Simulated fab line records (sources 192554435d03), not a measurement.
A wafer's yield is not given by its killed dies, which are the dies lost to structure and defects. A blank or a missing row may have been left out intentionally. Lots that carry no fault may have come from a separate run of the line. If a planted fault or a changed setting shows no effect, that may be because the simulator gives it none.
Matching of chambers || flow n5-finfet || 4 sister chambers for N5_MOL_CONTACT_COAG_ETCH_124 on rie-diel-05
The step etches SiNx in CH3F/O2, stops on SiOC, target depth 6.5 nm. 8 wafers are shown with their chamber, then 11 later ones without.

EACH WAFER AND ITS CHAMBER
{"wafer": "L080.2", "chamber": 2, "drypump-motor-current-A (A)": 5.1, "throttle-valve-pct (%)": 16.69}
{"wafer": "L083.2", "chamber": 0, "drypump-motor-current-A (A)": 6.6, "throttle-valve-pct (%)": 16.35}
{"wafer": "L084.5", "chamber": 3, "drypump-motor-current-A (A)": 5.7, "throttle-valve-pct (%)": 15.98}
{"wafer": "L084.6", "chamber": 0, "drypump-motor-current-A (A)": 6.6, "throttle-valve-pct (%)": 16.36}
{"wafer": "L086.1", "chamber": 3, "drypump-motor-current-A (A)": 5.7, "throttle-valve-pct (%)": 15.98}
{"wafer": "L086.3", "chamber": 2, "drypump-motor-current-A (A)": 5.1, "throttle-valve-pct (%)": 16.70}
{"wafer": "L086.4", "chamber": 1, "drypump-motor-current-A (A)": 5.7, "throttle-valve-pct (%)": 16.42}
{"wafer": "L088.2", "chamber": 1, "drypump-motor-current-A (A)": 5.8, "throttle-valve-pct (%)": 16.42}

WAFERS WITH NO CHAMBER GIVEN
{"wafer": "L088.3", "drypump-motor-current-A (A)": 5.7, "throttle-valve-pct (%)": 15.96}
{"wafer": "L088.5", "drypump-motor-current-A (A)": 6.6, "throttle-valve-pct (%)": 16.38}
{"wafer": "L090.1", "drypump-motor-current-A (A)": 6.6, "throttle-valve-pct (%)": 16.38}
{"wafer": "L090.5", "drypump-motor-current-A (A)": 5.7, "throttle-valve-pct (%)": 16.44}
{"wafer": "L090.6", "drypump-motor-current-A (A)": 6.6, "throttle-valve-pct (%)": 16.39}
{"wafer": "L094.2", "drypump-motor-current-A (A)": 5.7, "throttle-valve-pct (%)": 16.46}
{"wafer": "L094.5", "drypump-motor-current-A (A)": 5.7, "throttle-valve-pct (%)": 16.45}
{"wafer": "L094.6", "drypump-motor-current-A (A)": 5.1, "throttle-valve-pct (%)": 16.72}
{"wafer": "L097.1", "drypump-motor-current-A (A)": 5.1, "throttle-valve-pct (%)": 16.74}
{"wafer": "L097.2", "drypump-motor-current-A (A)": 5.7, "throttle-valve-pct (%)": 16.02}
{"wafer": "L097.6", "drypump-motor-current-A (A)": 5.7, "throttle-valve-pct (%)": 16.03}

EACH ONE'S CHAMBER
{"wafer": "L088.3", "from the rows above": 3, "in truth": 3}
{"wafer": "L088.5", "from the rows above": 0, "in truth": 0}
{"wafer": "L090.1", "from the rows above": 0, "in truth": 0}
{"wafer": "L090.5", "from the rows above": 1, "in truth": 1}
{"wafer": "L090.6", "from the rows above": 0, "in truth": 0}
{"wafer": "L094.2", "from the rows above": 1, "in truth": 1}
{"wafer": "L094.5", "from the rows above": 1, "in truth": 1}
{"wafer": "L094.6", "from the rows above": 2, "in truth": 2}
{"wafer": "L097.1", "from the rows above": 2, "in truth": 2}
{"wafer": "L097.2", "from the rows above": 3, "in truth": 3}
{"wafer": "L097.6", "from the rows above": 3, "in truth": 3}
11 of 11 placed correctly. Number that these rows cannot place: 0. Number placed wrongly: 0.
How it was worked out, from the rows above alone: a wafer's distance from a chamber is the root of the sum, over the readings, of the square of ((its reading less the chamber's mean) divided by the reading's scatter). The wafer belongs to the nearest chamber; if the next one is less than 2 further off, it can't be placed. For every chamber, the mean is computed from those of its wafers that are shown. How the scatter is found: for the shown wafers, subtract from each reading the mean of its chamber, square and add these, divide the total by (wafers less chambers), then take the root.
